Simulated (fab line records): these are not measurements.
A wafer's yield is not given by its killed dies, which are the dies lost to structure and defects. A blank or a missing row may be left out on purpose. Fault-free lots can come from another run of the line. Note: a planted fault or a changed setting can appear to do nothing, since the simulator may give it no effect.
What tool caused it? | flow n5_finfet | at 1 step of a route of 1938, 12 lots with 36 wafers sampled

== WHAT EACH GAUGE READ, for each wafer ==
N5_BEOL_M9_CD_MEAS_18: pitch 140 nm, target cd 70 nm.
lot  | measured     | on        | cd_nm (nm)
L076 | day 10 08:31 | cd_sem-03 | 70.5 72.0 71.3
L075 | day 10 23:44 | cd_sem-02 | 69.5 70.5 70.6
L080 | day 11 08:56 | cd_sem-01 | 68.9 69.3 70.4
L082 | day 11 16:11 | cd_sem-03 | 71.3 70.1 70.7
L083 | day 12 01:08 | cd_sem-03 | 69.1 70.6 70.2
L085 | day 13 03:39 | cd_sem-01 | 70.9 71.0 70.8
L087 | day 13 11:07 | cd_sem-02 | 69.1 71.1 71.2
L089 | day 13 16:42 | cd_sem-01 | 69.8 70.2 71.5
L091 | day 13 22:41 | cd_sem-02 | 70.7 70.5 70.7
L093 | day 14 20:52 | cd_sem-03 | 70.5 69.9 70.6
L096 | day 15 05:13 | cd_sem-03 | 69.6 71.1 71.0
L097 | day 15 22:09 | cd_sem-03 | 70.2 70.6 70.9

== WHICH TOOL RAN EACH LOT (tool, then ch and the chambers of the sampled wafers, then the start) ==
The record holds no process step before these readings.

== THE ANSWER, worked out from the rows above alone ==
Rule: what is usual is taken from the lots themselves. Put in order of their means at a reading, lots are off if they are a third of the lots or fewer, leave a main group of 4 or more, and stand apart from it by a gap of 3 or more times the standard deviation of the main group's means; of several such gaps the widest counts. A main group is skipped when, at the precision printed for the reading in the tables above, its means are all equal. A lot without any number at a reading at which 4 lots or more have one is off too. All remaining lots with rows at the step are treated as sound.
Across all readings shown, no lot is off: no conclusion can be drawn from this.

== WHAT THE SIMULATOR HAD INSERTED ==
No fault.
